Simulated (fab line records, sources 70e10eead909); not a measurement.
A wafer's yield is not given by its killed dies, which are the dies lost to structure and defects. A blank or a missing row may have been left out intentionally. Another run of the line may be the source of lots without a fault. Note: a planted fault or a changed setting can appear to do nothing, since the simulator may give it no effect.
Chamber matching + flow nandHarc + 3 sister chambers for NHARC_P_STI_DESCUM_14 on rieDiel-07
The step chemistry O2, time 3 s. 3 wafers are shown with their chamber, then 4 later ones without.

WAFERS PAIRED WITH THEIR CHAMBERS
| wafer  | chamber | showerheadPlenumPTorr (Torr) |
|--------|---------|------------------------------|
| L974.3 | 2       | 1.88                         |
| L977.1 | 0       | 1.89                         |
| L977.2 | 3       | 2.01                         |

WAFERS MISSING THEIR CHAMBER
| wafer  | showerheadPlenumPTorr (Torr) |
|--------|------------------------------|
| L980.1 | 1.88                         |
| L980.5 | 2.00                         |
| L980.6 | 1.88                         |
| L983.4 | 1.89                         |

WHICH CHAMBER EACH ONE RAN IN
| wafer  | from the rows above | in truth |
|--------|---------------------|----------|
| L980.1 | 2                   | 2        |
| L980.5 | 3                   | 3        |
| L980.6 | 2                   | 2        |
| L983.4 | 0                   | 0        |
Placed correctly: 4 of 4. Can't be placed from these rows: 0. Wrongly placed: 0.
How it was worked out, from the rows above alone: a wafer's distance from a chamber is the root of the sum, over the readings, of the square of ((its reading less the chamber's mean) divided by the reading's scatter). The wafer belongs to the nearest chamber; if the next one is less than 2 further off, it can't be placed. For every chamber, the mean is computed from those of its wafers that are shown. The scatter: root of mean squared gap, hidden wafer to nearest shown wafer, with one shown wafer a chamber.
